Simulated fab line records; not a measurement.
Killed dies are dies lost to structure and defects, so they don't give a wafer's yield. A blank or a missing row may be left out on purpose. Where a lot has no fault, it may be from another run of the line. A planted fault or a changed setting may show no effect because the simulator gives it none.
Comparing a struck lot with a sound one	flow n5_finfet	31 out of 1938 route steps
Sound: the wafers L826.1, L826.2, L826.6. The struck wafers were L831.2, L831.3, L831.6. The cause is named last.
Order at every step that has rows: each side's tool, ch and its chambers, its first start. Under that, the readings that differ: sound wafers	struck wafers	difference of the means	sigmas: that difference in standard deviations of wafers without a fault.
alike: readings whose means differ by less than 2 such deviations, and words and numbers that are the same on both sides. not compared: withheld readings, readings that some wafer has no value for, bounds like >300 that may hide the same value, and numbers for which the record gives no deviation and whose values overlap.
A row with sigmas, a row that says differs or no value, or rows on one side alone: a step with any of these is where the two part. Numbers that have no deviation but don't overlap get no sigmas and don't part them. A reading that every wafer of one side lacks parts them only if that side has two wafers or more.

first, 8 steps without rows for these wafers: N5_FIN_SAQP_HM_OPEN_33 (chemistry CH3F/O2, target SiNx, target depth 49.4 nm, time 70.6 s); N5_FIN_SAQP_ETCH_34 (etches SiO2 in C4F6/O2, target depth 45 nm, time 15 s); N5_FIN_SAQP_STRIP_77 (strips in N2/H2, time 90 s); N5_FIN_SAQP_ETCH_64 (etches SiO2 in CF4, target depth 1.5 nm); N5_FIN_SAQP_FIN_ETCH_36 (etches the open film in HBr/Cl2/O2, target depth 120 nm, time 50.4 s); N5_FIN_SAQP_PRECLEAN_38 (cleans in O3/DIW, time 45 s); N5_FIN_SAQP_PRECLEAN_45 (cleans in dHF, time 10 s); N5_FIN_SAQP_SRD_39 (time 30 s).
N5_FIN_CUT_COAT_18: time 60 s, resist thk 230 nm.
  sound on litho_track-03 ch 0, day 4 09:50; struck on litho_track-03 ch 0, day 5 14:50
reading	sound	struck	difference	sigmas
heater_power_total_W (W)	497.8 500.9 502.4	441.7 435.9 441.7	-60.6	-32
plate_temp_C (C)	249.92 250.30 250.10	224.57 224.53 224.28	-25.65	-99 or more
model.SOC_of_FIN_CUT_COAT_18.thk_nm (nm)	230.6 230 230	235 234.4 235.2	+5	
then, 19 steps without rows for these wafers: N5_FIN_CUT_COAT_19 (time 60 s, resist thk 20 nm); N5_FIN_CUT_COAT_29 (time 60 s, resist thk 10 nm); N5_FIN_CUT_COAT_02 (resist thk 30 nm); N5_FIN_CUT_EBR_04; N5_FIN_CUT_SOFTBAKE_03 (time 60 s); N5_FIN_CUT_EXPOSE_05 (exposes mask FIN CUT); N5_FIN_CUT_PEB_06 (peb time 60 s); N5_FIN_CUT_DEVELOP_07 (develop time 30 s); N5_FIN_CUT_DESCUM_13 (chemistry O2, time 7 s); N5_FIN_CUT_ETCH_30 (etches underlayer in N2/H2, target depth 13 nm, time 10.4 s); N5_FIN_CUT_ETCH_20 (etches SiARC in CF4, target depth 26 nm, time 43.3 s); N5_FIN_CUT_ETCH_21 (etches SOC in N2/H2, target depth 219 nm, overetch 43.8 nm, time 523.5 s); N5_FIN_CUT_STRIP_23 (strips in N2/H2); N5_FIN_CUT_STRIP_31 (strips in N2/H2); N5_FIN_CUT_STRIP_24 (strips in CF4); N5_FIN_CUT_CUT_ETCH_26 (etches SiNx in CH3F/O2, target depth 39 nm, time 55.7 s); N5_FIN_CUT_CUT_ETCH_27 (etches SiO2 in CHF3/O2, target depth 4 nm, overetch 2 nm, time 4.9 s); N5_FIN_CUT_PRECLEAN_35 (cleans in vHF, time 13.3 s); N5_FIN_CUT_CUT_ETCH_15 (etches Si in HBr/Cl2/O2, target depth 100 nm, bt time 10 s, time 42.4 s).
N5_FIN_CUT_CUT_ETCH_28: etches Si in HBr/Cl2/O2, target depth 6 nm, time 2.4 s.
  sound on rie_si-04 ch 0,1,2, day 4 11:23; struck on rie_si-03 ch 1,2,3, day 5 15:55
reading	sound	struck	difference	sigmas
model.SOC_of_FIN_CUT_COAT_18.thk_nm (nm)	169 168 168.4	170.2 170.2 170.2	+1.7	
  alike: chamber_pressure_mTorr, drypump_motor_current_A, oes_product_au, throttle_valve_pct
  not compared: rf_fwd_power_W, rf_hours_counter_h
then, 1 step without rows for these wafers: N5_FIN_CUT_STRIP_22 (strips in N2/H2).
-- the record jumps here: 6 days lie between the struck wafers' starts before and after (it left off in module FIN_CUT and takes up again in module BEOL_M4, whose first step shown is number 1111 of the route) --
N5_BEOL_M4_RC_MEAS_101:
  sound on prober-01 ch 0, day 10 08:56; struck on prober-01 ch 0, day 11 18:04
  alike: DIBL_N, DIBL_P, IOFF_N, IOFF_P, ION_N, ION_P, SS_N, SS_P, VT_N, VT_P

WHERE THEY PART
Only at N5_FIN_CUT_COAT_18, within this record. Later steps at which nothing parts them and some readings are alike: N5_FIN_CUT_CUT_ETCH_28, N5_BEOL_M4_RC_MEAS_101.

WHY: whatever the simulator had introduced
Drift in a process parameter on litho_track-03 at N5_FIN_CUT_COAT_18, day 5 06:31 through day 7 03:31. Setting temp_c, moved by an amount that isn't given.
